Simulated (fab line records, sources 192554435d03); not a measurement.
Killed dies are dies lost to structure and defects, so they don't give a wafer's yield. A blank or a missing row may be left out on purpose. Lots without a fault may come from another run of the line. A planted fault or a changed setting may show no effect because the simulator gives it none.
fab line records | flow n5_finfet
record lots=9 wafers=26 last_day=17
route steps=1938 shown GATE_CUT@490 BEOL_M4@1111 PASSIVATION@1936
lots that met no fault: from a run of the same line without faults
start_h: hours from the record's first day to the start of the lot's first wafer shown | wait_h: hours since the lot's step before | " the same as in the row above | L1.1+2: a row that stands for several wafers | - no value, or no start given | * or withheld: withheld | < > ~ a bound
route shown NAME@n: a module of which the file shows steps, and the number in the route of the first | usual: mean/standard deviation of fault-free wafers | same: alike in all rows | chamber/n: place in a boat | sites: the reading at each site | _std_site: their standard deviation | _edge_site: outer sites' mean less inner sites' | radius_mm: how far each site lies from the wafer's centre | mask NAME#n: copy n | behind: the tool/chamber that last shaped the wafer | hold: why the lot was held/for how many hours/how that ended | device: the transistor (n, p or np) that didn't switch | end of line: the same wafers' tests at the end of the route | a step without rows: its recipe alone | killed: dies lost to structure and defects at the first sort, not the wafer's yield | map: a wafer's dies, x killed, . not, _ none there
set.NAME: the setting as run; set.NAME@STEP: as run at that earlier step | model.NAME: the simulator's own value behind a step, which no gauge read
steps of the route over a sample of lots; a table a step, a row a wafer
services: from which hour (start_h, from the record's first day; less than 0 if before it) a tool's chamber was out of use, for how many hours, and why
## steps
# step N5_GATE_CUT_DESCUM_18
# recipe chemistry=O2 time_s=7 source_power_w=50 bias_power_w=20 pressure_mtorr=20 rf_frequency_hz=2.712e+07 temp_c=40 resist=CAR-EUV o2_flow_sccm=225
# usual drypump_motor_current_A=5.8/0.4 oes_product_au=0.76/0.057 rf_vpp_V=243.2/1.2 showerhead_plenum_p_Torr=2.09/0.062 throttle_valve_pct=20.50/0.18
# columns lot.wafer tool chamber start_h wait_h drypump_motor_current_A oes_product_au rf_hours_counter_h rf_vpp_V showerhead_plenum_p_Torr throttle_valve_pct
L787.1 rie_diel-04 0 95.88 0.0 5.2 0.75 168 241.3 1.99 20.40
L787.4 " 1 " " 5.2 0.94 12 243.7 2.14 20.41
L787.6 " 2 " " 6.2 0.76 - 243.6 2.10 20.59
L788.2 rie_diel-04 3 100.96 0.1 5.3 0.69 227 241.8 2.08 20.29
L788.5 " 3 " " 5.3 0.69 - 244.3 2.08 20.29
L788.6 " 0 " " 5.2 0.73 - 242.3 1.99 20.40
L792.2 rie_diel-02 3 126.29 0.0 5.8 0.72 212 242.9 2.07 20.16
L792.4 " 2 " " 6.3 0.75 153 244.8 2.19 20.58
L792.5 " 3 " " 5.9 0.73 - 242.9 2.06 20.16
L795.2 rie_diel-05 0 146.71 0.0 6.0 0.84 55 243.6 2.12 20.53
L795.6 " 3 " " 6.1 0.79 - 242.2 2.04 20.44
L800.2 rie_diel-02 3 173.05 0.0 5.9 0.73 222 241.0 2.06 20.18
L800.3 " 0 " " 5.8 0.75 204 242.9 2.08 20.61
L800.5 " 2 " " 6.3 0.73 - 243.0 2.18 20.59
L805.2 rie_diel-04 0 206.01 0.0 5.2 0.71 202 242.7 1.98 20.45
L805.3 " 1 " " 5.2 0.87 47 245.0 2.13 20.45
L805.4 " 1 " " 5.2 0.87 - 244.2 2.13 20.44
L806.1 rie_diel-04 1 211.18 0.0 5.2 0.86 49 244.4 2.13 20.46
L806.4 " 0 " " 5.2 0.72 - 242.4 1.98 20.45
L806.5 " 1 " " 5.2 0.86 - 243.1 2.13 20.45
L807.1 rie_diel-02 0 217.30 0.0 5.8 0.73 218 242.1 2.07 20.65
L807.2 " 2 " " 6.2 0.73 181 243.7 2.18 20.62
L807.6 " 1 " " 6.0 0.77 - 240.8 2.02 20.82
L808.1 rie_diel-05 3 223.27 0.0 6.1 0.77 111 242.5 2.03 20.47
L808.3 " 2 " " 5.3 0.70 199 243.6 2.17 20.33
L808.5 " 1 " " 6.3 0.67 - 242.0 2.16 20.46
# step N5_GATE_CUT_ETCH_36
# recipe chemistry=CF4 target=SiARC target_depth_a=130 mask_material=CAR-EUV time_s=21.7 ion_energy_ev=80 pressure_mtorr=40 source_w=545 bias_w=36 Ar_flow_sccm=100 cf4_flow_sccm=100 ends=cleared
# usual drypump_motor_current_A=5.8/0.4 etch_rf_on_time_s=21.8/0.34 oes_product_au=0.65/0.047 rf_vpp_V=184.0/1.1 showerhead_plenum_p_Torr=2.14/0.057 throttle_valve_pct=15.69/0.14
# columns lot.wafer tool chamber start_h wait_h drypump_motor_current_A etch_rf_on_time_s oes_product_au rf_hours_counter_h rf_vpp_V showerhead_plenum_p_Torr throttle_valve_pct
L787.1 rie_diel-04 0 95.93 0.0 5.2 22.0 0.63 168 182.6 2.06 15.73
L787.4 " 1 " " 5.2 22.0 0.79 12 185.2 2.19 15.53
L787.6 " 2 " " 6.2 21.3 0.65 - 184.1 2.14 15.81
L788.2 rie_diel-04 3 101.01 0.0 5.3 21.8 0.60 227 182.7 2.12 15.43
L788.5 " 3 " " 5.3 21.8 0.60 - 183.6 2.12 15.45
L788.6 " 0 " " 5.2 22.0 0.63 - 183.8 2.06 15.74
L792.2 rie_diel-02 3 126.34 0.0 5.9 21.7 0.61 212 183.0 2.13 15.50
L792.4 " 2 " " 6.3 21.5 0.64 153 183.9 2.23 15.72
L792.5 " 3 " " 5.8 21.8 0.62 - 184.0 2.13 15.49
L795.2 rie_diel-05 0 146.76 0.0 6.1 21.3 0.73 55 182.8 2.18 15.71
L795.6 " 3 " " 6.1 21.3 0.69 - 182.7 2.09 15.64
L800.2 rie_diel-02 3 173.10 0.0 5.8 21.9 0.61 222 183.5 2.12 15.52
L800.3 " 0 " " 5.8 21.9 0.62 204 185.3 2.12 15.82
L800.5 " 2 " " 6.2 21.5 0.62 - 184.7 2.22 15.74
L805.2 rie_diel-04 0 206.07 0.0 5.2 21.8 0.61 202 183.5 2.05 15.82
L805.3 " 1 " " 5.2 22.4 0.72 47 184.9 2.18 15.61
L805.4 " 1 " " 5.2 22.1 0.73 - 184.9 2.18 15.59
L806.1 rie_diel-04 1 211.24 0.0 5.2 22.6 0.72 49 183.9 2.18 15.59
L806.4 " 0 " " 5.2 22.2 0.60 - 181.7 2.05 15.82
L806.5 " 1 " " 5.2 22.8 0.71 - 184.4 2.18 15.60
L807.1 rie_diel-02 0 217.36 0.0 5.8 22.0 0.61 218 183.5 2.11 15.83
L807.2 " 2 " " 6.3 21.7 0.61 181 183.6 2.22 15.77
L807.6 " 1 " " 6.0 21.9 0.66 - 182.8 2.07 15.90
L808.1 rie_diel-05 3 223.32 0.0 6.1 21.3 0.67 111 182.7 2.08 15.67
L808.3 " 2 " " 5.3 22.1 0.60 199 183.1 2.21 15.55
L808.5 " 1 " " 6.3 22.4 0.57 - 185.9 2.21 15.73
# step N5_GATE_CUT_CUT_ETCH_54
# recipe chemistry=Cl2/BCl3 target=TiN mask_material=SiO2 target_depth_a=967 pressure_mtorr=10 icp_w=1000 bias_w=126 Cl2_flow_sccm=53.25 bcl3_flow_sccm=21.75 Ar_flow_sccm=25 ends=cleared
# usual drypump_motor_current_A=5.8/0.53 etch_rf_on_time_s=37.1/0.76 oes_product_au=0.61/0.058 throttle_valve_pct=22.40/0.2
# columns lot.wafer tool chamber start_h wait_h drypump_motor_current_A etch_rf_on_time_s oes_product_au rf_hours_counter_h throttle_valve_pct
L787.1 rie_metal-02 1 96.34 0.0 6.3 37.2 0.61 83 22.74
L787.4 " 1 " " 6.3 37.5 0.61 - 22.75
L787.6 " 1 " " 6.3 37.4 0.61 - 22.74
L788.2 rie_metal-03 1 101.41 0.0 4.8 36.6 0.57 105 22.48
L788.5 " 1 " " 4.8 36.6 0.57 - 22.47
L788.6 " 0 " " 6.6 36.3 0.64 - 22.37
L792.2 rie_metal-02 0 126.74 0.0 5.9 23.1 0.80 84 22.17
L792.4 " 1 " " 6.3 36.8 0.61 - 22.78
L792.5 " 0 " " 5.9 37.6 0.59 - 22.48
L795.2 rie_metal-02 1 147.17 0.0 6.2 22.8 0.83 88 22.43
L795.6 " 0 " " 5.9 37.2 0.60 - 22.50
L800.2 rie_metal-01 1 173.50 0.0 5.5 38.0 0.69 37 22.17
L800.3 " 0 " " 5.9 37.5 0.53 - 22.27
L800.5 " 0 " " 6.0 37.1 0.54 - 22.25
L805.2 rie_metal-03 0 206.47 0.0 6.6 35.7 0.63 82 22.37
L805.3 " 0 " " 6.6 35.8 0.63 - 22.38
L805.4 " 1 " " 4.8 36.6 0.56 - 22.48
L806.1 rie_metal-01 1 211.70 0.1 5.5 38.4 0.69 42 22.19
L806.4 " 1 " " 5.5 38.5 0.69 - 22.17
L806.5 " 1 " " 5.5 38.4 0.69 - 22.19
L807.1 rie_metal-02 1 217.76 0.0 6.2 37.1 0.60 93 22.77
L807.2 " 0 " " 5.9 37.5 0.59 91 22.52
L807.6 " 0 " " 5.9 37.4 0.59 - 22.51
L808.1 rie_metal-01 1 223.78 0.1 5.5 38.1 0.68 44 22.19
L808.3 " 1 " " 5.5 38.2 0.68 - 22.19
L808.5 " 1 " " 5.5 37.9 0.69 - 22.19
# step N5_GATE_CUT_VAPOR_ETCH_48
# recipe chemistry=BCl3/Cl2 target=TiN mode=isotropic
# usual drypump_motor_current_A=5.8/0.53 oes_product_au=0.68/0.068
# columns lot.wafer tool chamber start_h wait_h drypump_motor_current_A oes_product_au
L787.1 rie_metal-02 1 96.46 0.0 6.3 0.68
L787.4 " 1 " " 6.3 0.68
L787.6 " 1 " " 6.3 0.68
L788.2 rie_metal-03 1 101.53 0.0 4.8 0.63
L788.5 " 1 " " 4.8 0.63
L788.6 " 0 " " 6.6 0.72
L792.2 rie_metal-02 0 126.86 0.0 5.9 0.66
L792.4 " 1 " " 6.3 0.67
L792.5 " 0 " " 5.9 0.66
L795.2 rie_metal-02 1 147.29 0.0 6.3 0.67
L795.6 " 0 " " 5.9 0.66
L800.2 rie_metal-01 1 173.62 0.0 5.5 0.78
L800.3 " 0 " " 5.9 0.59
L800.5 " 0 " " 5.9 0.59
L805.2 rie_metal-03 0 206.59 0.0 6.7 0.71
L805.3 " 0 " " 6.7 0.70
L805.4 " 1 " " 4.8 0.62
L806.1 rie_metal-01 1 211.94 0.1 5.5 0.77
L806.4 " 1 " " 5.5 0.77
L806.5 " 1 " " 5.5 0.77
L807.1 rie_metal-02 1 217.88 0.0 6.3 0.65
L807.2 " 0 " " 5.9 0.64
L807.6 " 0 " " 5.9 0.65
L808.1 rie_metal-01 1 224.02 0.1 5.5 0.76
L808.3 " 1 " " 5.5 0.76
L808.5 " 1 " " 5.5 0.76
# step N5_BEOL_M4_RC_MEAS_101
# usual DIBL_N=36.3/1.7 DIBL_P=36.5/1.8 IOFF_N=0.16/0.033 IOFF_P=0.21/0.037 ION_N=675/11 ION_P=462/7.9 SS_N=71.6/0.64 SS_P=73.3/0.68 VT_N=249/3.3 VT_P=-250/3.3
# columns lot.wafer tool chamber start_h wait_h DIBL_N[mV/V] DIBL_P[mV/V] IOFF_N[nA/um] IOFF_P[nA/um] ION_N[uA/um] ION_P[uA/um] SS_N[mV/dec] SS_P[mV/dec] VT_N[mV] VT_P[mV]
L787.1 prober-01 0 175.39 0.0 37.0 37.9 0.16 0.23 674 464 71.5 73.7 249 -251
L787.4 " 0 " " 35.9 36.4 0.14 0.22 669 461 71.1 73.5 251 -250
L787.6 " 0 " " 36.4 36.4 0.14 0.21 675 471 71.3 73.1 251 -250
L788.2 prober-01 0 181.49 0.2 35.7 36.1 0.15 0.18 682 467 71.0 73.3 251 -251
L788.5 " 0 " " 33.6 33.4 0.11 0.14 681 462 71.0 72.8 255 -257
L788.6 " 0 " " 36.1 36.5 0.14 0.18 677 463 71.5 73.3 253 -253
L792.2 prober-02 0 198.17 0.2 33.1 32.8 0.11 0.17 665 462 70.6 72.3 255 -253
L792.4 " 0 " " 34.9 33.6 0.12 0.18 656 455 70.5 71.4 253 -250
L792.5 " 0 " " 33.9 33.6 0.11 0.18 668 461 70.7 71.8 255 -251
L795.2 prober-01 0 223.35 0.2 34.9 35.2 0.15 0.22 679 467 71.0 73.7 249 -250
L795.6 " 0 " " 33.3 33.1 0.12 0.19 690 479 70.1 72.8 254 -249
L800.2 prober-02 0 256.66 0.2 37.0 36.3 0.17 0.24 677 463 71.6 73.4 249 -248
L800.3 " 0 " " 38.1 37.1 0.19 0.24 675 462 72.2 73.7 248 -246
L800.5 " 0 " " 39.1 38.9 0.21 0.27 686 465 72.7 73.8 248 -248
L805.2 prober-02 0 288.09 0.2 33.4 33.1 0.13 0.17 682 465 71.4 72.7 251 -254
L805.3 " 0 " " 35.3 34.8 0.16 0.19 677 462 71.3 73.6 247 -251
L805.4 " 0 " " 34.3 33.9 0.14 0.18 672 459 71.9 73.2 250 -252
L806.1 prober-02 0 291.64 0.0 40.0 40.9 0.28 0.27 717 475 72.9 74.6 241 -250
L806.4 " 0 " " 38.2 38.7 0.23 0.24 695 461 73.1 74.5 242 -249
L806.5 " 0 " " 37.6 37.9 0.21 0.22 687 459 71.7 73.4 245 -251
L808.1 prober-01 0 298.10 0.0 33.2 33.6 0.12 0.16 669 452 71.2 72.4 252 -256
L808.3 " 0 " " 36.3 37.7 0.18 0.21 678 461 71.9 74.4 248 -250
L808.5 " 0 " " 36.8 38.6 0.19 0.22 677 458 72.1 74.3 246 -253
L807.1 prober-02 0 298.18 0.0 36.2 35.1 0.14 0.17 662 447 71.2 73.8 253 -251
L807.2 " 0 " " 37.3 36.3 0.16 0.18 677 458 72.1 73.9 249 -254
L807.6 " 0 " " 37.5 37.0 0.16 0.20 673 458 71.5 74.2 247 -253
# step N5_PASSIVATION_PROBE_49
# usual defect_limited_yield=91.3/1.5 killed_at_M0_to_M3=34/9.4 killed_at_M4_up=13/5.3 killed_at_contacts=13/5.7 killed_at_front_end=40/10 killed_at_other=3.7/2.8 killed_dies=103/17 killed_on_rim=13/4.2 killed_open=67/13 killed_short=35/8.5 sort_bin_4_leakage=0.00/0.016 sort_bin_5_function=5.0/0.98 sort_bin_6_memory=3.3/0.7 sort_n_pass=1077/17 sort_yield_pct=91.3/1.5
# same gross_dies=1180 killed_at_back_side=0 sort_bin_8_speed[%]=0
# columns lot.wafer tool chamber start_h wait_h defect_limited_yield[%] killed_at_M0_to_M3 killed_at_M4_up killed_at_contacts killed_at_front_end killed_at_other killed_dies killed_on_rim killed_open killed_short sort_bin_4_leakage[%] sort_bin_5_function[%] sort_bin_6_memory[%] sort_n_pass sort_yield_pct[%]
L787.1 prober-02 - 272.68 0.0 90.1 41 11 14 51 0 117 17 69 47 0 5.7 3.7 1063 90.1
L787.4 prober-02 - 272.83 0.2 93.0 26 10 13 33 1 83 10 57 24 0 4.2 2.5 1097 93.0
L787.6 prober-02 - 272.93 0.3 93.5 37 8 9 19 4 77 9 51 24 0 3.6 2.8 1103 93.5
L788.2 prober-02 - 285.28 0.1 87.9 46 13 20 55 9 143 23 97 45 0 7.0 4.7 1037 87.9
L788.5 prober-02 - 285.43 0.2 88.6 56 12 17 47 2 134 21 87 46 0 7.5 3.3 1046 88.6
L788.6 prober-02 - 285.48 0.3 89.7 40 15 23 39 5 122 10 75 47 0 6.1 3.7 1058 89.7
L792.2 prober-02 - 303.59 0.1 90.3 43 9 14 46 3 115 17 78 37 0 5.4 4.2 1065 90.3
L792.4 prober-02 - 303.69 0.2 91.1 39 13 12 36 5 105 9 69 35 0 5.2 3.6 1075 91.1
L792.5 prober-02 - 303.74 0.2 91.9 40 9 10 33 3 95 9 71 24 0 4.6 3.2 1085 91.9
L795.2 prober-02 - 326.72 0.2 90.4 33 18 11 45 6 113 7 75 37 0 4.9 4.2 1067 90.4
L795.6 prober-02 - 326.92 0.4 91.5 26 7 23 37 7 100 13 66 33 0 4.1 4.0 1080 91.5
L800.2 prober-01 - 365.21 0.1 87.6 59 14 17 52 4 146 16 81 65 0 7.5 4.8 1034 87.6
L800.3 prober-01 - 365.26 0.1 91.0 30 22 15 34 5 106 11 56 50 0 4.8 3.9 1074 91.0
L800.5 prober-01 - 365.36 0.2 88.4 32 22 24 55 4 137 18 83 52 0 6.4 4.6 1043 88.4
L805.2 prober-01 - 386.92 0.1 93.1 17 16 15 34 0 82 12 51 31 0 4.2 2.8 1098 93.1
L805.3 prober-01 - 386.97 0.1 93.0 26 10 16 31 0 83 7 46 37 0 4.5 2.4 1097 93.0
L805.4 prober-01 - 387.02 0.2 94.2 13 8 7 38 2 68 8 48 18 0 3.6 2.0 1112 94.2
L807.1 prober-01 - 392.89 0.0 89.2 28 11 19 65 5 128 23 87 34 0 5.9 4.1 1052 89.2
L807.2 prober-01 - 392.94 0.1 91.8 27 13 11 43 3 97 12 65 31 0 4.2 3.5 1083 91.8
L807.6 prober-01 - 393.14 0.3 92.5 18 3 13 51 3 88 10 57 31 0 5.0 2.4 1092 92.5
L806.1 prober-01 - 397.51 0.0 90.1 53 9 14 40 1 117 17 71 46 0.17 5.7 3.6 1061 89.9
L806.4 prober-01 - 397.66 0.2 90.6 32 9 28 40 2 111 14 75 35 0 5.6 3.3 1069 90.6
L806.5 prober-01 - 397.71 0.2 90.9 33 10 12 51 1 107 9 69 38 0 5.8 2.5 1073 90.9
L808.1 prober-01 - 402.83 0.0 91.6 20 10 12 56 1 99 14 65 33 0 3.4 4.9 1081 91.6
L808.3 prober-01 - 402.93 0.1 88.1 37 23 16 60 4 140 17 88 51 0 7.7 3.7 1040 88.1
L808.5 prober-01 - 403.03 0.2 91.3 25 16 9 50 3 103 13 64 38 0 4.5 3.6 1077 91.3
# killed by level:class
L787.1 STI_FIN_REVEAL:geometric_particle:open=13 MOL_CONTACT_COAG:geometric_particle:open=10 BEOL_M1:geometric_particle:short=9 BEOL_M3:geometric_particle:open=9 BEOL_M0_SAQP:geometric_particle:short=8 FIN_SAQP:geometric_particle:short=7 GATE_CUT:geometric_particle:short=7 FIN_SAQP:geometric_particle:open=6
L787.4 BEOL_M1:geometric_particle:open=10 MOL_CONTACT_COAG:geometric_particle:open=9 GATE_CUT:geometric_particle:open=5 BEOL_M2:geometric_particle:open=5 STARTING-WAFER:geometric_particle:open=5 GATE_CUT:geometric_particle:short=4 MOL_CONTACT_COAG:geometric_particle:short=4 BEOL_M0_SAQP:geometric_particle:open=4
L787.6 BEOL_M0_SAQP:geometric_particle:short=8 BEOL_M1:geometric_particle:open=8 MOL_CONTACT_COAG:geometric_particle:open=7 BEOL_M2:geometric_particle:open=6 BEOL_M3:geometric_particle:open=6 BEOL_M3:geometric_particle:short=4 STI_FIN_REVEAL:geometric_particle:open=3 ILD0:geometric_particle:short=3
L788.2 MOL_CONTACT_COAG:geometric_particle:open=17 FIN_SAQP:geometric_particle:open=16 BEOL_M3:geometric_particle:open=11 FIN_SAQP:geometric_particle:short=10 BEOL_M0_SAQP:geometric_particle:short=10 STI_FIN_REVEAL:geometric_particle:open=9 BEOL_M0_SAQP:geometric_particle:open=9 BEOL_M1:geometric_particle:open=8
L788.5 BEOL_M3:geometric_particle:open=19 FIN_SAQP:geometric_particle:short=13 MOL_CONTACT_COAG:geometric_particle:open=13 FIN_SAQP:geometric_particle:open=12 BEOL_M0_SAQP:geometric_particle:short=9 BEOL_M0_SAQP:geometric_particle:open=7 BEOL_M1:geometric_particle:open=7 BEOL_M3:geometric_particle:short=6
L788.6 MOL_CONTACT_COAG:geometric_particle:open=18 BEOL_M3:geometric_particle:open=12 FIN_SAQP:geometric_particle:open=11 BEOL_M0_SAQP:geometric_particle:short=11 FIN_SAQP:geometric_particle:short=10 BEOL_M0_SAQP:geometric_particle:open=7 BEOL_M1:geometric_particle:open=6 MOL_CONTACT_COAG:geometric_particle:short=5
L792.2 STI_FIN_REVEAL:geometric_particle:open=14 MOL_CONTACT_COAG:geometric_particle:open=12 BEOL_M0_SAQP:geometric_particle:open=11 DUMMY_GATE:geometric_particle:open=9 BEOL_M0_SAQP:geometric_particle:short=8 BEOL_M3:geometric_particle:open=8 GATE_CUT:geometric_particle:short=7 BEOL_M4:geometric_particle:open=5
L792.4 BEOL_M0_SAQP:geometric_particle:open=14 BEOL_M0_SAQP:geometric_particle:short=11 MOL_CONTACT_COAG:geometric_particle:open=8 FIN_SAQP:geometric_particle:open=7 DUMMY_GATE:geometric_particle:open=7 BEOL_M4:geometric_particle:open=7 FIN_SAQP:geometric_particle:short=6 GATE_CUT:geometric_particle:short=5
L792.5 BEOL_M0_SAQP:geometric_particle:open=12 DUMMY_GATE:geometric_particle:open=9 MOL_CONTACT_COAG:geometric_particle:open=8 BEOL_M3:geometric_particle:open=8 BEOL_M1:geometric_particle:open=6 STI_FIN_REVEAL:geometric_particle:open=5 BEOL_M0_SAQP:geometric_particle:short=5 FIN_SAQP:geometric_particle:short=4
L795.2 BEOL_M2:geometric_particle:open=13 FIN_SAQP:geometric_particle:open=10 MOL_CONTACT_COAG:geometric_particle:open=8 GATE_CUT:geometric_particle:short=8 FIN_SAQP:geometric_particle:short=7 STI_FIN_REVEAL:geometric_particle:open=6 BEOL_M1:geometric_particle:open=5 BEOL_M4:geometric_particle:open=5
L795.6 MOL_CONTACT_COAG:geometric_particle:open=19 STI_FIN_REVEAL:geometric_particle:open=7 BEOL_M1:geometric_particle:open=7 FIN_SAQP:geometric_particle:short=6 GATE_CUT:geometric_particle:short=6 BEOL_M2:geometric_particle:open=5 BEOL_M3:geometric_particle:open=5 MOL_CONTACT_COAG:geometric_particle:short=4
L800.2 FIN_SAQP:geometric_particle:short=18 MOL_CONTACT_COAG:geometric_particle:open=15 BEOL_M0_SAQP:geometric_particle:short=15 BEOL_M0_SAQP:geometric_particle:open=14 BEOL_M2:geometric_particle:open=11 BEOL_M1:geometric_particle:open=11 FIN_SAQP:geometric_particle:open=9 GATE_CUT:geometric_particle:short=7
L800.3 FIN_SAQP:geometric_particle:short=14 MOL_CONTACT_COAG:geometric_particle:open=12 FIN_SAQP:geometric_particle:open=9 BEOL_M1:geometric_particle:short=9 BEOL_M4:geometric_particle:open=7 BEOL_M0_SAQP:geometric_particle:open=6 BEOL_M4:geometric_particle:short=5 MOL_CONTACT_COAG:geometric_particle:short=3
L800.5 MOL_CONTACT_COAG:geometric_particle:open=20 FIN_SAQP:geometric_particle:open=19 FIN_SAQP:geometric_particle:short=18 BEOL_M0_SAQP:geometric_particle:short=11 BEOL_M0_SAQP:geometric_particle:open=6 DUMMY_GATE:geometric_particle:open=5 BEOL_M4:geometric_particle:open=5 BEOL_M4:geometric_particle:short=5
L805.2 MOL_CONTACT_COAG:geometric_particle:open=11 FIN_SAQP:geometric_particle:open=10 BEOL_M4:geometric_particle:open=8 BEOL_M3:geometric_particle:open=7 BEOL_M3:geometric_particle:short=5 GATE_CUT:geometric_particle:short=4 MOL_CONTACT_COAG:geometric_particle:short=4 BEOL_M4:geometric_particle:short=4
L805.3 MOL_CONTACT_COAG:geometric_particle:open=9 BEOL_M0_SAQP:geometric_particle:short=9 MOL_CONTACT_COAG:geometric_particle:short=7 STARTING-WAFER:geometric_particle:short=7 BEOL_M0_SAQP:geometric_particle:open=6 BEOL_M1:geometric_particle:open=6 DUMMY_GATE:geometric_particle:open=5 FIN_SAQP:geometric_particle:short=4
L805.4 FIN_SAQP:geometric_particle:open=8 MOL_CONTACT_COAG:geometric_particle:open=7 FIN_SAQP:geometric_particle:short=6 GATE_CUT:geometric_particle:open=6 BEOL_M2:geometric_particle:open=6 BEOL_M4:geometric_particle:open=5 GATE_CUT:geometric_particle:short=4 STI_FIN_REVEAL:geometric_particle:open=3
L807.1 MOL_CONTACT_COAG:geometric_particle:open=16 STI_FIN_REVEAL:geometric_particle:open=15 BEOL_M1:geometric_particle:open=12 FIN_SAQP:geometric_particle:open=9 FIN_SAQP:geometric_particle:short=8 HKMG_FIN:area_etch=6 GATE_CUT:geometric_particle:short=5 BEOL_M3:geometric_particle:open=5
L807.2 FIN_SAQP:geometric_particle:open=13 BEOL_M3:geometric_particle:open=9 MOL_CONTACT_COAG:geometric_particle:open=8 STI_FIN_REVEAL:geometric_particle:open=7 FIN_SAQP:geometric_particle:short=5 BEOL_M0_SAQP:geometric_particle:open=4 BEOL_M1:geometric_particle:open=4 BEOL_M2:geometric_particle:open=4
L807.6 FIN_SAQP:geometric_particle:open=13 MOL_CONTACT_COAG:geometric_particle:open=11 FIN_SAQP:geometric_particle:short=10 GATE_CUT:geometric_particle:short=6 BEOL_M2:geometric_particle:open=6 BEOL_M3:geometric_particle:open=6 DUMMY_GATE:geometric_particle:open=4 STI_FIN_REVEAL:geometric_particle:open=3
L806.1 BEOL_M0_SAQP:geometric_particle:open=23 BEOL_M0_SAQP:geometric_particle:short=16 FIN_SAQP:geometric_particle:open=11 MOL_CONTACT_COAG:geometric_particle:open=11 FIN_SAQP:geometric_particle:short=9 BEOL_M3:geometric_particle:open=7 STI_FIN_REVEAL:geometric_particle:open=5 BEOL_M4:geometric_particle:open=5
L806.4 MOL_CONTACT_COAG:geometric_particle:open=24 FIN_SAQP:geometric_particle:open=20 BEOL_M0_SAQP:geometric_particle:open=10 FIN_SAQP:geometric_particle:short=9 BEOL_M0_SAQP:geometric_particle:short=7 BEOL_M2:geometric_particle:open=6 MOL_CONTACT_COAG:geometric_particle:short=4 BEOL_M0:geometric_particle:short=4
L806.5 FIN_SAQP:geometric_particle:open=13 BEOL_M3:geometric_particle:open=11 FIN_SAQP:geometric_particle:short=10 MOL_CONTACT_COAG:geometric_particle:open=9 BEOL_M0_SAQP:geometric_particle:open=8 BEOL_M0_SAQP:geometric_particle:short=5 STI_FIN_REVEAL:geometric_particle:open=4 DUMMY_GATE:geometric_particle:open=4
L808.1 FIN_SAQP:geometric_particle:short=14 FIN_SAQP:geometric_particle:open=10 MOL_CONTACT_COAG:geometric_particle:open=10 GATE_CUT:geometric_particle:open=8 BEOL_M3:geometric_particle:open=7 STI_FIN_REVEAL:geometric_particle:open=5 BEOL_M2:geometric_particle:open=5 BEOL_M4:geometric_particle:open=5
L808.3 BEOL_M2:geometric_particle:open=20 FIN_SAQP:geometric_particle:short=15 MOL_CONTACT_COAG:geometric_particle:open=13 BEOL_M4:geometric_particle:open=10 STI_FIN_REVEAL:geometric_particle:open=8 GATE_CUT:geometric_particle:short=8 GATE_CUT:geometric_particle:open=8 FIN_SAQP:geometric_particle:open=4
L808.5 FIN_SAQP:geometric_particle:short=11 DUMMY_GATE:geometric_particle:open=9 BEOL_M2:geometric_particle:open=8 BEOL_M4:geometric_particle:open=7 MOL_CONTACT_COAG:geometric_particle:open=7 BEOL_M1:geometric_particle:open=7 GATE_CUT:geometric_particle:short=6 GATE_CUT:geometric_particle:open=5
## services
# columns tool chamber start_h hours kind
rie_diel-05 1 75.65 12.2 repair
rie_diel-04 3 102.34 4.6 repair
rie_diel-02 2 104.30 10.3 repair
rie_diel-05 3 106.16 6.8 repair
rie_metal-03 - 129.27 2.8 pm
rie_metal-02 0 136.10 2.2 repair
rie_diel-05 1 139.32 17.3 repair
rie_diel-02 3 143.02 4.5 repair
rie_diel-04 0 150.47 3.8 repair
rie_diel-02 3 155.23 9.1 repair
rie_diel-04 2 180.80 8.5 repair
rie_diel-04 3 189.27 - clean
rie_diel-04 3 189.27 - consumable_replace:focus_ring
rie_diel-04 3 189.27 22.4 scheduled_down
rie_diel-04 3 189.27 22.4 vent_cycle
rie_diel-02 - 189.99 2.8 pm
rie_metal-01 0 209.94 - clean
rie_metal-01 0 209.94 16.2 scheduled_down
rie_metal-01 0 209.94 16.2 vent_cycle
## key
first_sign step=N5_GATE_CUT_CUT_ETCH_54 reading=etch_rf_on_time_s direction=down sigmas=19 usual=* struck=*
effect step=N5_GATE_CUT_CUT_ETCH_54 reading=oes_product_au direction=up sigmas=3.5 usual=0.61 struck=0.82
met_at N5_GATE_CUT_CUT_ETCH_54
struck_lots L792,L795
struck_wafers L792.2,L795.2
not_acting_at N5_GATE_CUT_DESCUM_18,N5_GATE_CUT_ETCH_36,N5_GATE_CUT_VAPOR_ETCH_48
onset_between 96.34 126.74
fault kind=process_parameter_drift tool=rie_metal-02 chamber=- onset_h=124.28 steps=N5_GATE_CUT_CUT_ETCH_54 channel=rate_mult offset=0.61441 shape=step end_h=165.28 scope=struck_wafers_only
